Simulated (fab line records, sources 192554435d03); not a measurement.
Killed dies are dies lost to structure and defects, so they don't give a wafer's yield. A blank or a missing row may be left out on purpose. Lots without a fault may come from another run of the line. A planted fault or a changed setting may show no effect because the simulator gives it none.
Chamber matching | flow n5_finfet | N5_PMOS_HMC_CHANNEL_EPI_ETCH_38 on rie_si-06: 4 sister chambers
The step etches SiO2 in CF4, target depth 1.5 nm. 4 wafers are shown with their chamber, then 7 later ones without.

WAFERS WITH THEIR CHAMBER
wafer  | chamber | throttle_valve_pct (%)
L284.4 | 0       | 21.56
L284.5 | 3       | 21.78
L285.1 | 1       | 21.58
L285.2 | 2       | 22.02

WAFERS WITHOUT THEIR CHAMBER
wafer  | throttle_valve_pct (%)
L285.3 | 21.78
L292.1 | 21.57
L292.4 | 21.55
L292.6 | 21.59
L296.2 | 22.27
L296.3 | 21.79
L296.4 | 21.56

WHICH CHAMBER EACH WENT THROUGH
wafer  | from the rows above          | in truth
L285.3 | 3                            | 3
L292.1 | can't be placed: 1 or 0      | 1
L292.4 | can't be placed: 0 or 1      | 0
L292.6 | can't be placed: 1 or 0 or 3 | 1
L296.2 | 2                            | 2
L296.3 | 3                            | 3
L296.4 | can't be placed: 0 or 1      | 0
Placed correctly: 3 of 7. Can't be placed from these rows: 4 (the true chamber is among the candidates in 4). Placed wrongly: 0.
How it was worked out, from the rows above alone: a wafer's distance from a chamber is the root of the sum, over the readings, of the square of ((its reading less the chamber's mean) divided by the reading's scatter). The wafer belongs to the nearest chamber; if the next one is less than 2 further off, it can't be placed. A chamber's mean is the mean of its shown wafers. The scatter: with one shown wafer a chamber, the root of the mean of the squares of how far each hidden wafer lies from its nearest shown one.
